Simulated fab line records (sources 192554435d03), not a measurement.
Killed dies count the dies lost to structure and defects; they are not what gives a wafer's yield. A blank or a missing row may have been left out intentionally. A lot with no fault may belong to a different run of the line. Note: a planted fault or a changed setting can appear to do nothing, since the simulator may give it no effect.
Lot-split experiment / flow n5_finfet / 21 wafers read across 7 lots, on a route 1938 steps long

## ON THE SPLIT
At N5_BEOL_M12_CMP_49 (polishes, stops on SiOC, t overpolish 20.6 s, target thk 320 nm), the setting down_force_psi was moved away from the recipe's 1 psi on 6 of the 21 wafers read, by -15.3% to +7.2%. All remaining wafers had this setting at the recipe value.

Reading taken at the split's own step.

## THE READING
barrier_field_endpoint_s, in s, at N5_BEOL_M12_CMP_49 (polishes, stops on SiOC, t overpolish 20.6 s, target thk 320 nm). Fault-free wafers of this fab line usually give 30.6 s, standard deviation 0.72 s.

wafer=L074.1; tool, chamber at the split=cmp-03, 1; down_force_psi as run, psi=1.072; against the recipe=+7.2%; barrier_field_endpoint_s, s=29.0; against lot-mates on the recipe=-1.9
wafer=L074.3; tool, chamber at the split=cmp-03, 2; down_force_psi as run, psi=1; against the recipe=recipe; barrier_field_endpoint_s, s=31.2; against lot-mates on the recipe=-
wafer=L074.2; tool, chamber at the split=cmp-03, 0; down_force_psi as run, psi=1; against the recipe=recipe; barrier_field_endpoint_s, s=30.6; against lot-mates on the recipe=-
wafer=L076.2; tool, chamber at the split=cmp-02, 2; down_force_psi as run, psi=0.9071; against the recipe=-9.3%; barrier_field_endpoint_s, s=32.9; against lot-mates on the recipe=+2.7
wafer=L076.1; tool, chamber at the split=cmp-02, 0; down_force_psi as run, psi=1; against the recipe=recipe; barrier_field_endpoint_s, s=30.2; against lot-mates on the recipe=-
wafer=L076.6; tool, chamber at the split=cmp-02, 3; down_force_psi as run, psi=0.9071; against the recipe=-9.3%; barrier_field_endpoint_s, s=34.4; against lot-mates on the recipe=+4.2
wafer=L083.3; tool, chamber at the split=cmp-02, 0; down_force_psi as run, psi=1; against the recipe=recipe; barrier_field_endpoint_s, s=30.2; against lot-mates on the recipe=-
wafer=L083.4; tool, chamber at the split=cmp-02, 3; down_force_psi as run, psi=1; against the recipe=recipe; barrier_field_endpoint_s, s=29.9; against lot-mates on the recipe=-
wafer=L083.5; tool, chamber at the split=cmp-02, 0; down_force_psi as run, psi=1; against the recipe=recipe; barrier_field_endpoint_s, s=30.8; against lot-mates on the recipe=-
wafer=L089.4; tool, chamber at the split=cmp-04, 1; down_force_psi as run, psi=1; against the recipe=recipe; barrier_field_endpoint_s, s=30.1; against lot-mates on the recipe=-
wafer=L089.1; tool, chamber at the split=cmp-04, 3; down_force_psi as run, psi=1; against the recipe=recipe; barrier_field_endpoint_s, s=31.1; against lot-mates on the recipe=-
wafer=L089.5; tool, chamber at the split=cmp-04, 1; down_force_psi as run, psi=1; against the recipe=recipe; barrier_field_endpoint_s, s=32.5; against lot-mates on the recipe=-
wafer=L092.1; tool, chamber at the split=cmp-04, 2; down_force_psi as run, psi=1; against the recipe=recipe; barrier_field_endpoint_s, s=30.1; against lot-mates on the recipe=-
wafer=L092.4; tool, chamber at the split=cmp-04, 0; down_force_psi as run, psi=1; against the recipe=recipe; barrier_field_endpoint_s, s=29.5; against lot-mates on the recipe=-
wafer=L092.6; tool, chamber at the split=cmp-04, 2; down_force_psi as run, psi=1; against the recipe=recipe; barrier_field_endpoint_s, s=29.6; against lot-mates on the recipe=-
wafer=L095.3; tool, chamber at the split=cmp-03, 0; down_force_psi as run, psi=1; against the recipe=recipe; barrier_field_endpoint_s, s=30.2; against lot-mates on the recipe=-
wafer=L095.1; tool, chamber at the split=cmp-03, 1; down_force_psi as run, psi=0.8465; against the recipe=-15.3%; barrier_field_endpoint_s, s=35.7; against lot-mates on the recipe=+5.5
wafer=L095.4; tool, chamber at the split=cmp-03, 3; down_force_psi as run, psi=0.8465; against the recipe=-15.3%; barrier_field_endpoint_s, s=36.9; against lot-mates on the recipe=+6.7
wafer=L096.2; tool, chamber at the split=cmp-04, 1; down_force_psi as run, psi=1; against the recipe=recipe; barrier_field_endpoint_s, s=30.1; against lot-mates on the recipe=-
wafer=L096.4; tool, chamber at the split=cmp-04, 2; down_force_psi as run, psi=1; against the recipe=recipe; barrier_field_endpoint_s, s=30.4; against lot-mates on the recipe=-
wafer=L096.5; tool, chamber at the split=cmp-04, 3; down_force_psi as run, psi=0.8567; against the recipe=-14.3%; barrier_field_endpoint_s, s=37.0; against lot-mates on the recipe=+6.8

FIT RESULTS
A straight line over all 21 wafers: barrier_field_endpoint_s changes by -0.376 s for each +1% of down_force_psi; r = -0.95; the points scatter about the line by 0.82 s.
The same after taking each lot's own level away (the mean of its wafers on the recipe; 21 wafers): -0.397 s for each +1%; r = -0.97; scatter 0.63 s.
According to that fit, moving down_force_psi by its largest amount changes the reading by 6.1 s.
From 29.73 to 31.23 s: that is the span of the lots' own levels, equal to 2.1 times the standard deviation above.
Hence the lot-to-lot level has little effect on the slope; both slopes agree.
Check: for one of the wafers moved furthest among these (-15.3%), held out of the fit, the line's prediction against its lot-mates is +6.4 s. It came out at +5.5 s against them.
Tool readings at the split's step, against how far the setting was moved: barrier_field_endpoint_s r = -0.95.

## OTHER SPLITS ON THESE WAFERS
These wafers also went through other splits before the reading. Each is held against what the fit with the lots' levels taken away leaves over:
other split on the same wafers=N5_BEOL_M11_COAT_05 spin_rpm; wafers away from the commonest value=8; r with barrier_field_endpoint_s (lot level and that fit taken away)=+0.09
other split on the same wafers=N5_BEOL_M11_DESCUM_16 time_s; wafers away from the commonest value=4; r with barrier_field_endpoint_s (lot level and that fit taken away)=+0.17
other split on the same wafers=N5_BEOL_M11_TRENCH_ETCH_37 time_s; wafers away from the commonest value=7; r with barrier_field_endpoint_s (lot level and that fit taken away)=-0.20
other split on the same wafers=N5_BEOL_M11_ETCH_41 time_s; wafers away from the commonest value=7; r with barrier_field_endpoint_s (lot level and that fit taken away)=+0.01

## THE FILE'S OWN FIT
barrier_field_endpoint_s changes by -0.408 s for each +1% of down_force_psi, r = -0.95.
